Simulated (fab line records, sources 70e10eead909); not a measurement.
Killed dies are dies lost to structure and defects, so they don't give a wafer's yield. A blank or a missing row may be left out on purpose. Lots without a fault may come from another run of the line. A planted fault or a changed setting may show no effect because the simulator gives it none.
Which tool did it? | flow nand_harc | 24 lots, 72 wafers sampled, at 6 steps of a route of 1302

WHAT THE GAUGES READ, wafer by wafer
NHARC_P_M1_OVL_MEAS_10: pitch 260 nm. Usual: overlay_x_nm 0.2 nm, standard deviation 0.86; overlay_y_nm -0.1 nm, standard deviation 0.65.
lot  | measured     | on         | overlay_x_nm (nm) | overlay_y_nm (nm) | flag
L074 | day 6 09:49  | overlay-01 | 0.6 0.1 0.1       | 0.8 0.2 0.2       |
L076 | day 7 02:44  | overlay-02 | -0.6 -1.0 -0.8    | -0.6 -0.9 -0.9    |
L077 | day 7 11:56  | overlay-01 | -0.5 -0.3 -0.3    | -1.4 -1.4 -1.9    |
L078 | day 7 19:17  | overlay-02 | 0.2 1.0 0.5       | -0.1 0.1 0.0      |
L079 | day 8 05:55  | overlay-02 | 0.0 0.0 0.4       | -0.7 -1.0 -1.3    |
L075 | day 8 16:58  | overlay-02 | -0.9 -0.7 -0.9    | -0.7 -0.6 -1.0    |
L080 | day 8 19:59  | overlay-01 | -0.1 -0.5 -0.8    | 0.6 0.6 0.7       |
L081 | day 9 03:29  | overlay-02 | 0.7 -0.3 0.6      | 0.7 0.2 -0.2      |
L082 | day 9 10:48  | overlay-02 | -0.3 0.0 -0.1     | -0.3 0.1 -0.1     |
L083 | day 10 07:01 | overlay-01 | 0.9 1.0 1.1       | -0.3 0.3 0.7      |
L084 | day 10 09:04 | overlay-01 | 0.7 0.7 0.7       | 0.6 1.5 1.4       |
L085 | day 11 04:08 | overlay-01 | 1.6 0.8 0.3       | 0.2 0.2 0.7       |
L086 | day 11 08:55 | overlay-02 | -0.9 0.1 -0.5     | 0.0 0.1 -0.2      |
L087 | day 12 03:44 | overlay-02 | 1.3 1.3 0.9       | 0.2 0.2 0.8       |
L088 | day 12 04:31 | overlay-01 | 0.9 0.9 0.8       | -0.6 -0.9 -0.4    |
L090 | day 12 17:35 | overlay-02 | 1.6 1.4 1.4       | -0.9 -0.6 -0.6    |
L089 | day 12 18:32 | overlay-01 | 1.0 0.7 1.4       | 0.6 0.2 1.2       |
L091 | day 13 02:49 | overlay-02 | 1.8 1.8 1.5       | 0.1 0.3 -0.3      |
L092 | day 13 11:45 | overlay-01 | 1.0 0.7 1.2       | -0.1 -0.1 0.7     |
L093 | day 14 00:13 | overlay-02 | -0.3 -0.1 -0.5    | 0.4 0.0 0.6       |
L094 | day 14 14:14 | overlay-01 | -0.5 -0.4 -0.9    | 0.3 0.4 -0.1      |
L095 | day 15 00:33 | overlay-01 | 0.4 0.7 0.2       | -0.1 0.5 1.0      |
L096 | day 15 07:14 | overlay-02 | -1.9 -2.0 -1.4    | -0.3 0.0 -0.8     |
L097 | day 15 16:57 | overlay-01 | -0.1 0.7 0.2      | 0.0 0.0 0.1       |

NHARC_P_M1_INSPECT_11. Usual: raw_defect_count 4.1, standard deviation 2.7.
lot  | measured     | on                | raw_defect_count | flag
L074 | day 6 09:52  | defect_inspect-02 | 4 3 3            |
L076 | day 7 02:46  | defect_inspect-02 | 4 3 3            |
L077 | day 7 11:58  | defect_inspect-02 | 2 3 1            |
L078 | day 7 19:19  | defect_inspect-02 | 2 3 2            |
L079 | day 8 05:57  | defect_inspect-02 | 4 2 1            |
L075 | day 8 17:01  | defect_inspect-01 | 2 2 6            |
L080 | day 8 20:02  | defect_inspect-01 | 4 2 0            |
L081 | day 9 03:32  | defect_inspect-01 | 5 4 4            |
L082 | day 9 10:50  | defect_inspect-01 | 7 3 0            |
L083 | day 10 07:03 | defect_inspect-02 | 3 8 8            |
L084 | day 10 09:07 | defect_inspect-01 | 5 7 3            |
L085 | day 11 04:11 | defect_inspect-02 | 7 6 7            |
L086 | day 11 08:57 | defect_inspect-01 | 2 1 4            |
L087 | day 12 03:47 | defect_inspect-02 | 8 7 9            |
L088 | day 12 04:33 | defect_inspect-02 | 1 1 2            |
L090 | day 12 17:38 | defect_inspect-01 | 7 4 12           |
L089 | day 12 18:34 | defect_inspect-02 | 7 3 2            |
L091 | day 13 02:51 | defect_inspect-02 | 7 2 4            |
L092 | day 13 11:47 | defect_inspect-02 | 3 9 14           |
L093 | day 14 00:16 | defect_inspect-01 | 4 3 2            |
L094 | day 14 14:18 | defect_inspect-02 | 3 4 1            |
L095 | day 15 00:35 | defect_inspect-01 | 4 1 0            |
L096 | day 15 07:17 | defect_inspect-01 | 0 6 2            |
L097 | day 15 16:59 | defect_inspect-02 | 2 4 1            |

NHARC_P_M1_INSPECT_27. Usual: raw_defect_count 300, standard deviation 120.
lot  | measured     | on                | raw_defect_count | flag
L074 | day 6 12:33  | defect_inspect-01 | 519 326 411      |
L076 | day 7 05:24  | defect_inspect-01 | 306 252 464      |
L077 | day 7 14:36  | defect_inspect-01 | 156 344 193      |
L078 | day 7 22:01  | defect_inspect-02 | 447 357 242      |
L079 | day 8 08:37  | defect_inspect-02 | 370 463 669      |
L075 | day 8 19:40  | defect_inspect-01 | 331 274 320      |
L080 | day 8 22:49  | defect_inspect-02 | 177 185 305      |
L081 | day 9 06:10  | defect_inspect-01 | 387 224 231      |
L082 | day 9 13:28  | defect_inspect-02 | 207 152 142      |
L083 | day 10 09:42 | defect_inspect-02 | 180 230 209      |
L084 | day 10 11:46 | defect_inspect-02 | 235 280 209      |
L085 | day 11 06:53 | defect_inspect-02 | 280 406 291      |
L086 | day 11 11:35 | defect_inspect-02 | 176 104 331      |
L087 | day 12 06:28 | defect_inspect-01 | 268 240 279      |
L088 | day 12 07:13 | defect_inspect-02 | 233 224 514      |
L090 | day 12 20:18 | defect_inspect-02 | 212 204 326      |
L089 | day 12 21:13 | defect_inspect-01 | 430 402 299      |
L091 | day 13 05:37 | defect_inspect-01 | 294 407 230      |
L092 | day 13 14:57 | defect_inspect-02 | 277 322 277      |
L093 | day 14 02:55 | defect_inspect-01 | 296 345 239      |
L094 | day 14 17:02 | defect_inspect-02 | 286 645 401      |
L095 | day 15 03:31 | defect_inspect-01 | 364 185 196      |
L096 | day 15 10:16 | defect_inspect-01 | 239 399 361      |
L097 | day 15 19:37 | defect_inspect-01 | 253 276 208      |

WHICH TOOL RAN EACH LOT (tool, then ch and the chambers of the sampled wafers, then the start)
lot  | NHARC_P_CONTACT_CMP_24        | NHARC_P_M0_DESCUM_14               | NHARC_P_M0_DEP_32
L074 | cmp-03 ch 0,1, day 6 04:32    | rie_diel-13 ch 0,3, day 6 06:01    | pecvd-03 ch 0,1, day 6 08:38
L076 | cmp-03 ch 0,3, day 6 21:25    | rie_diel-12 ch 2,3, day 6 22:54    | pecvd-03 ch 0,2, day 7 01:31
L077 | cmp-03 ch 1,2, day 7 06:36    | rie_diel-12 ch 0,3, day 7 07:58    | pecvd-04 ch 0,1,2, day 7 10:36
L078 | cmp-01 ch 1,3, day 7 13:52    | rie_diel-12 ch 0,1,3, day 7 15:21  | pecvd-03 ch 0,2, day 7 17:59
L079 | cmp-01 ch 0,2,3, day 8 00:20  | rie_diel-12 ch 1,2,3, day 8 01:49  | pecvd-02 ch 0,1, day 8 04:35
L075 | cmp-03 ch 0,2,3, day 8 11:38  | rie_diel-13 ch 0,2,3, day 8 13:08  | pecvd-03 ch 0,1,2, day 8 15:46
L080 | cmp-01 ch 0,2, day 8 14:33    | rie_diel-13 ch 0,1,3, day 8 16:00  | pecvd-04 ch 0,1, day 8 18:44
L081 | cmp-04 ch 0,3, day 8 22:11    | rie_diel-13 ch 2,3, day 8 23:41    | pecvd-02 ch 0,2, day 9 02:18
L082 | cmp-04 ch 0,1,3, day 9 05:19  | rie_diel-06 ch 0,1,3, day 9 06:50  | pecvd-03 ch 1,2, day 9 09:30
L083 | cmp-01 ch 0,1,3, day 10 01:32 | rie_diel-13 ch 0,1,2, day 10 02:59 | pecvd-02 ch 0,1,2, day 10 05:41
L084 | cmp-01 ch 1,3, day 10 03:23   | rie_diel-13 ch 2,3, day 10 05:01   | pecvd-03 ch 0,1,2, day 10 07:44
L085 | cmp-03 ch 0,1,2, day 10 22:42 | rie_diel-13 ch 1,3, day 11 00:10   | pecvd-03 ch 0,1,2, day 11 02:49
L086 | cmp-01 ch 0,1,3, day 11 03:29 | rie_diel-13 ch 1,2, day 11 04:56   | pecvd-02 ch 0,1,2, day 11 07:34
L087 | cmp-03 ch 0,2, day 11 22:19   | rie_diel-13 ch 1,2, day 11 23:48   | pecvd-03 ch 0,2, day 12 02:28
L088 | cmp-01 ch 2,3, day 11 22:58   | rie_diel-13 ch 0,1,3, day 12 00:29 | pecvd-03 ch 0,1, day 12 03:15
L090 | cmp-03 ch 1,2, day 12 12:08   | rie_diel-12 ch 0,2, day 12 13:38   | pecvd-03 ch 0,2, day 12 16:16
L089 | cmp-01 ch 0,1, day 12 13:13   | rie_diel-13 ch 0,2, day 12 14:43   | pecvd-03 ch 0,2, day 12 17:23
L091 | cmp-03 ch 1,2, day 12 21:31   | rie_diel-13 ch 0,3, day 12 22:59   | pecvd-03 ch 0,1,2, day 13 01:38
L092 | cmp-01 ch 0,2,3, day 13 06:13 | rie_diel-06 ch 0,1,2, day 13 07:43 | pecvd-02 ch 0,2, day 13 10:28
L093 | cmp-01 ch 0,2,3, day 13 18:46 | rie_diel-13 ch 1,2,3, day 13 20:13 | pecvd-03 ch 0,1,2, day 13 22:50
L094 | cmp-04 ch 0,1,2, day 14 08:31 | rie_diel-13 ch 1,2, day 14 10:00   | pecvd-03 ch 0,1, day 14 12:46
L095 | cmp-04 ch 0,3, day 14 19:16   | rie_diel-13 ch 2,3, day 14 20:36   | pecvd-04 ch 0,1, day 14 23:13
L096 | cmp-04 ch 0,1,2, day 15 01:56 | rie_diel-06 ch 0,1,2, day 15 03:26 | pecvd-03 ch 0,2, day 15 06:05
L097 | cmp-01 ch 1,3, day 15 11:34   | rie_diel-06 ch 0,3, day 15 12:55   | pecvd-03 ch 0,2, day 15 15:46
- NHARC_P_CONTACT_CMP_24: polishes, t overpolish 30 s, target thk 200 nm.
- NHARC_P_M0_DESCUM_14: chemistry O2, time 3 s.
- NHARC_P_M0_DEP_32: deposits SiCN, target thk 30 nm.

WHAT THE TOOLS THEMSELVES READ (means of the sampled wafers that have a number; where no wafer has one, the mark that the record gives instead)
NHARC_P_CONTACT_CMP_24. Usual: motor_current_A 12.0 A, standard deviation 1.9; overpolish_run_s 29.999 s, standard deviation 0.009; time_to_endpoint_s 40.3 s, standard deviation 2.9.
lot  | tool   | motor_current_A (A) | overpolish_run_s (s) | time_to_endpoint_s (s) | flag
L074 | cmp-03 | 11.9                | 30.005               | 41.5                   |
L076 | cmp-03 | 13.0                | 30.003               | 45.2                   |
L077 | cmp-03 | 10.9                | 29.997               | 44.0                   |
L078 | cmp-01 | 11.8                | 29.991               | 38.7                   |
L079 | cmp-01 | 13.3                | 30.002               | 39.9                   |
L075 | cmp-03 | 12.0                | 29.989               | 42.6                   |
L080 | cmp-01 | 12.6                | 30.004               | 40.4                   |
L081 | cmp-04 | 12.8                | 30.006               | 40.7                   |
L082 | cmp-04 | 12.1                | 30.004               | 37.3                   |
L083 | cmp-01 | 13.0                | 29.998               | 40.9                   |
L084 | cmp-01 | 11.1                | 30.001               | 39.6                   |
L085 | cmp-03 | 11.8                | 30.001               | 39.5                   |
L086 | cmp-01 | 12.9                | 29.992               | 41.3                   |
L087 | cmp-03 | 11.7                | 30.008               | 42.3                   |
L088 | cmp-01 | 10.7                | 29.997               | 43.7                   |
L090 | cmp-03 | 10.6                | 29.999               | 40.7                   |
L089 | cmp-01 | 12.7                | 30.003               | 42.0                   |
L091 | cmp-03 | 11.1                | 30.001               | 39.1                   |
L092 | cmp-01 | 13.3                | 29.994               | 38.0                   |
L093 | cmp-01 | 13.0                | 30.006               | 39.3                   |
L094 | cmp-04 | 12.4                | 30.004               | 36.9                   |
L095 | cmp-04 | 12.8                | 30.005               | 36.3                   |
L096 | cmp-04 | 12.1                | 30.006               | 39.2                   |
L097 | cmp-01 | 11.1                | 29.996               | 39.1                   |

NHARC_P_M0_DESCUM_14. Usual: drypump_motor_current_A 5.5 A, standard deviation 0.45; oes_product_au 1.001 a.u., standard deviation 0.011; rf_vpp_V 57.7 V, standard deviation 0.91; showerhead_plenum_p_Torr 1.88 Torr, standard deviation 0.075; throttle_valve_pct 11.311 %, standard deviation 0.0097.
lot  | tool        | drypump_motor_current_A (A) | oes_product_au (a.u.) | rf_vpp_V (V) | showerhead_plenum_p_Torr (Torr) | throttle_valve_pct (%) | flag
L074 | rie_diel-13 | 5.3                         | 0.996                 | 57.6         | 1.92                            | 11.323                 |
L076 | rie_diel-12 | 5.7                         | 1.008                 | 57.3         | 1.80                            | 11.301                 |
L077 | rie_diel-12 | 6.2                         | 1.003                 | 58.1         | 1.92                            | 11.322                 |
L078 | rie_diel-12 | 6.2                         | 1.009                 | 57.7         | 1.87                            | 11.311                 |
L079 | rie_diel-12 | 5.9                         | 1.002                 | 57.1         | 1.81                            | 11.311                 |
L075 | rie_diel-13 | 5.2                         | 0.998                 | 57.4         | 1.88                            | 11.304                 |
L080 | rie_diel-13 | 5.5                         | 0.995                 | 57.8         | 1.94                            | 11.321                 |
L081 | rie_diel-13 | 5.3                         | 0.995                 | 56.9         | 1.86                            | 11.309                 |
L082 | rie_diel-06 | 5.3                         | 1.001                 | 58.7         | 1.91                            | 11.320                 |
L083 | rie_diel-13 | 5.3                         | 1.000                 | 57.2         | 1.91                            | 11.319                 |
L084 | rie_diel-13 | 5.1                         | 1.004                 | 57.0         | 1.83                            | 11.308                 |
L085 | rie_diel-13 | 5.6                         | 1.001                 | 58.7         | 1.95                            | 11.315                 |
L086 | rie_diel-13 | 5.2                         | 1.014                 | 58.0         | 1.87                            | 11.311                 |
L087 | rie_diel-13 | 5.2                         | 1.016                 | 58.0         | 1.87                            | 11.308                 |
L088 | rie_diel-13 | 5.5                         | 0.996                 | 58.1         | 1.93                            | 11.310                 |
L090 | rie_diel-12 | 5.7                         | 1.003                 | 57.9         | 1.87                            | 11.312                 |
L089 | rie_diel-13 | 5.0                         | 1.002                 | 57.4         | 1.85                            | 11.305                 |
L091 | rie_diel-13 | 5.3                         | 0.992                 | 58.8         | 1.91                            | 11.302                 |
L092 | rie_diel-06 | 5.2                         | 0.999                 | 58.1         | 1.93                            | 11.309                 |
L093 | rie_diel-13 | 5.4                         | 1.007                 | 57.6         | 1.88                            | 11.308                 |
L094 | rie_diel-13 | 5.2                         | 1.002                 | 57.2         | 1.86                            | 11.312                 |
L095 | rie_diel-13 | 5.1                         | 0.999                 | 56.5         | 1.82                            | 11.307                 |
L096 | rie_diel-06 | 5.2                         | 1.002                 | 58.0         | 1.92                            | 11.307                 |
L097 | rie_diel-06 | 5.4                         | 1.001                 | 57.6         | 1.81                            | 11.301                 |

NHARC_P_M0_DEP_32. Usual: heater_power_w 547 W, standard deviation 67; rf_fwd_power_W 449.0 W, standard deviation 1.3; susceptor_temp_C 369.99 C, standard deviation 0.22.
lot  | tool     | heater_power_w (W) | rf_fwd_power_W (W) | susceptor_temp_C (C) | flag
L074 | pecvd-03 | 547                | 450.1              | 370.18               |
L076 | pecvd-03 | 544                | 448.7              | 370.02               |
L077 | pecvd-04 | 527                | 449.1              | 369.90               |
L078 | pecvd-03 | 527                | 448.7              | 369.93               |
L079 | pecvd-02 | 571                | 448.6              | 369.82               |
L075 | pecvd-03 | 523                | 449.3              | 370.11               |
L080 | pecvd-04 | 499                | 449.1              | 369.76               |
L081 | pecvd-02 | 572                | 448.8              | 370.04               |
L082 | pecvd-03 | 470                | 449.6              | 369.97               |
L083 | pecvd-02 | 563                | 449.3              | 370.24               |
L084 | pecvd-03 | 561                | 448.4              | 370.02               |
L085 | pecvd-03 | 550                | 449.5              | 369.80               |
L086 | pecvd-02 | 647                | 448.8              | 370.04               |
L087 | pecvd-03 | 520                | 450.1              | 369.92               |
L088 | pecvd-03 | 593                | 449.1              | 369.76               |
L090 | pecvd-03 | 479                | 449.6              | 370.09               |
L089 | pecvd-03 | 498                | 448.8              | 370.23               |
L091 | pecvd-03 | 536                | 448.1              | 369.88               |
L092 | pecvd-02 | 609                | 448.1              | 369.87               |
L093 | pecvd-03 | 539                | 448.3              | 370.13               |
L094 | pecvd-03 | 548                | 448.8              | 369.76               |
L095 | pecvd-04 | 581                | 449.5              | 370.15               |
L096 | pecvd-03 | 514                | 449.2              | 370.02               |
L097 | pecvd-03 | 477                | 449.5              | 370.03               |

THE ANSWER, worked out from the rows above alone
Rule: a lot is off if the mean of its wafers that have a number lies more than 3 standard deviations from the usual mean. A lot without any number at a reading at which 4 lots or more have one is off too. The other lots that the step has rows for count as sound. The gauges are gone through in route order, then the tools' own readings, and for those a lot's mean is taken as printed above. The first step at which some lot is off is used, and at that step the reading that is off furthest; a lot without a number counts as furthest.
No lot is off at any reading shown: from this, nothing can be told.

WHAT THE SIMULATOR HAD PUT IN
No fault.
